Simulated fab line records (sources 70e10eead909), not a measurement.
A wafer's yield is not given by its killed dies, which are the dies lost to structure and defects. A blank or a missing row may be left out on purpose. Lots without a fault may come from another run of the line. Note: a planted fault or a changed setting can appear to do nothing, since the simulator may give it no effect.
Which of the tools did it? -- flow nandHarc -- at 1 step of a route of 1302, 12 lots with 36 wafers sampled

== WHAT THE GAUGES READ, wafer by wafer ==
NHARC_A_ONON_D2_THK_MEAS_27: measures by ellipsometry.
lot,measured,on,thkNm (nm)
L075,day 13 20:55,filmMetro-01,998 999 999
L077,day 14 08:33,filmMetro-01,1005 1007 1009
L079,day 15 08:53,filmMetro-01,996 996 994
L080,day 15 16:15,filmMetro-02,989 990 990
L083,day 17 04:42,filmMetro-02,1001 999 1001
L084,day 17 08:28,filmMetro-02,1007 1006 1007
L087,day 18 11:19,filmMetro-02,987 988 985
L088,day 19 08:18,filmMetro-02,1016 1016 1014
L091,day 19 13:39,filmMetro-01,986 986 988
L093,day 20 14:23,filmMetro-01,1012 1012 1011
L095,day 21 22:58,filmMetro-02,992 994 995
L096,day 22 13:17,filmMetro-02,989 989 989

== WHAT TOOL EACH LOT RAN ON (gives the tool, then ch and the chambers of the sampled wafers, and finally the start) ==
The record holds no process step before these readings.

== THE ANSWER, worked out from the rows above alone ==
Rule: the lots themselves supply what counts as usual. Put in order of their means at a reading, lots are off if they are a third of the lots or fewer, leave a main group of 4 or more, and stand apart from it by a gap of 3 or more times the standard deviation of the main group's means; of several such gaps the widest counts. A main group is skipped when, at the precision printed for the reading in the tables above, its means are all equal. Also off: a lot with no number at a reading for which 4 or more lots have one. All remaining lots with rows at the step are treated as sound.
Across all readings shown, no lot is off: no conclusion can be drawn from this.

== WHAT THE SIMULATOR HAD INSERTED ==
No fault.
